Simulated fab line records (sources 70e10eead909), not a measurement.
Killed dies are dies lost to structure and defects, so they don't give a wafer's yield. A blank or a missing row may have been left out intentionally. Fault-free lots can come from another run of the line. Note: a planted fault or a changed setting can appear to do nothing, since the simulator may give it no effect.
Chamber matching :: flow nand_harc :: 3 sister chambers for NHARC_THIN_TSV_DEP_47 on pecvd-02
The step deposits SiO2, target thk 200 nm. 6 wafers are shown with their chamber, then 8 later ones without.

== EACH WAFER AND ITS CHAMBER ==
wafer: L759.5
chamber: 0
throttle_valve_pct (%): 15.4

wafer: L760.4
chamber: 0
throttle_valve_pct (%): 15.3

wafer: L766.2
chamber: 2
throttle_valve_pct (%): 16.0

wafer: L766.3
chamber: 1
throttle_valve_pct (%): 15.9

wafer: L766.4
chamber: 2
throttle_valve_pct (%): 16.0

wafer: L765.1
chamber: 1
throttle_valve_pct (%): 15.8

== WAFERS MISSING THEIR CHAMBER ==
wafer: L765.5
throttle_valve_pct (%): 15.9

wafer: L765.6
throttle_valve_pct (%): 16.1

wafer: L773.3
throttle_valve_pct (%): 15.5

wafer: L773.5
throttle_valve_pct (%): 16.3

wafer: L773.6
throttle_valve_pct (%): 15.6

wafer: L779.3
throttle_valve_pct (%): 16.1

wafer: L779.4
throttle_valve_pct (%): 15.7

wafer: L779.5
throttle_valve_pct (%): 15.5

== EACH ONE'S CHAMBER ==
wafer: L765.5
from the rows above: can't be placed: 1 or 2
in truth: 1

wafer: L765.6
from the rows above: 2
in truth: 2

wafer: L773.3
from the rows above: 0
in truth: 0

wafer: L773.5
from the rows above: 2
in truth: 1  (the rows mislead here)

wafer: L773.6
from the rows above: can't be placed: 0 or 1
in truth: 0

wafer: L779.3
from the rows above: 2
in truth: 2

wafer: L779.4
from the rows above: 1
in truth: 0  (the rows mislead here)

wafer: L779.5
from the rows above: 0
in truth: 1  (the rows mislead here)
3 of 8 placed correctly. Not placeable from these rows: 2 (in 2, the candidates include the true chamber). 3 placed wrongly.
How it was worked out, from the rows above alone: a wafer's distance from a chamber is the root of the sum, over the readings, of the square of ((its reading less the chamber's mean) divided by the reading's scatter). If the next closest chamber is less than 2 further off than the closest, the wafer can't be placed; otherwise it belongs to the closest. The mean given for a chamber averages the wafers shown for that chamber. How the scatter is found: for the shown wafers, subtract from each reading the mean of its chamber, square and add these, divide the total by (wafers less chambers), then take the root.
